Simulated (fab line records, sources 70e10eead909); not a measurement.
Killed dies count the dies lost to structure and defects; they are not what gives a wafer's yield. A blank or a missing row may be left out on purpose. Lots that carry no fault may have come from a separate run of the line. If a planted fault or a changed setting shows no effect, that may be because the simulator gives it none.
A lot that was struck, set against a sound lot | flow nandHarc | 11 steps out of a route of 1302
Sound: the wafers L468.4, L468.5, L468.6. The struck wafers were L462.2, L462.5, L462.6. Last of all comes the cause.
For every step that has rows: the tool of each side, followed by ch and its chambers, followed by its first start. Under that, the readings that differ: sound wafers | struck wafers | difference of the means | sigmas: that difference in standard deviations of wafers without a fault.
alike: a reading whose means differ by less than 2 such deviations, as well as words and numbers matching on both sides. not compared: withheld readings; readings where some wafer has no value; bounds like >300 that might hide an equal value; numbers whose values overlap and for which the record gives no deviation.
The two part at a step that has a row with sigmas, a row that says differs or no value, or rows on one side only. Numbers that don't overlap but have no deviation are shown without sigmas and don't part them. Lack of a reading on every wafer of one side parts them only where that side has two or more wafers.

NHARC_P_START_INSPECT_01:
  sound on defectInspect-02 at day 9 08:03; struck on defectInspect-02 at day 6 20:02
  alike: rawDefectCount
then, 7 steps without rows for these wafers: NHARC_P_ZERO_WELL_PRECLEAN_00 (cleans in SPM, time 600 s); NHARC_P_ZERO_WELL_SRD_01; NHARC_P_ZERO_WELL_PECVD_02 (deposits SiO2, target thk 10 nm); NHARC_P_ZERO_WELL_DEHYDRATE_03 (time 120 s); NHARC_P_ZERO_WELL_HMDS_04 (time 30 s); NHARC_P_ZERO_WELL_COAT_64 (time 65 s); NHARC_P_ZERO_WELL_COAT_05 (resist thk 600 nm).
NHARC_P_ZERO_WELL_SOFTBAKE_06: time 70 s.
  sound on lithoTrack-03 ch 0, day 9 08:00; struck on lithoTrack-02 ch 0, day 6 20:00
reading               | sound             | struck            | difference | sigmas
heaterPowerTotalW (W) | 200.0 199.3 199.6 | 193.8 191.8 192.0 | -7.1       | -5
  alike: chillPlateTempC
next, for these wafers, 1 step has no rows: NHARC_P_ZERO_WELL_EBR_07.
NHARC_END_SORT_01:
  the record has rows for the sound wafers here (prober-01 ch 0, day 32 18:10) and none for the struck ones

== WHERE THEY PART ==
Last at NHARC_END_SORT_01 as far as this record goes, first at NHARC_P_ZERO_WELL_SOFTBAKE_06.

WHY: what had been put in by the simulator
Drift in process parameters on lithoTrack-02 at NHARC_P_ZERO_WELL_SOFTBAKE_06, starting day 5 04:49. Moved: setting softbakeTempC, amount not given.
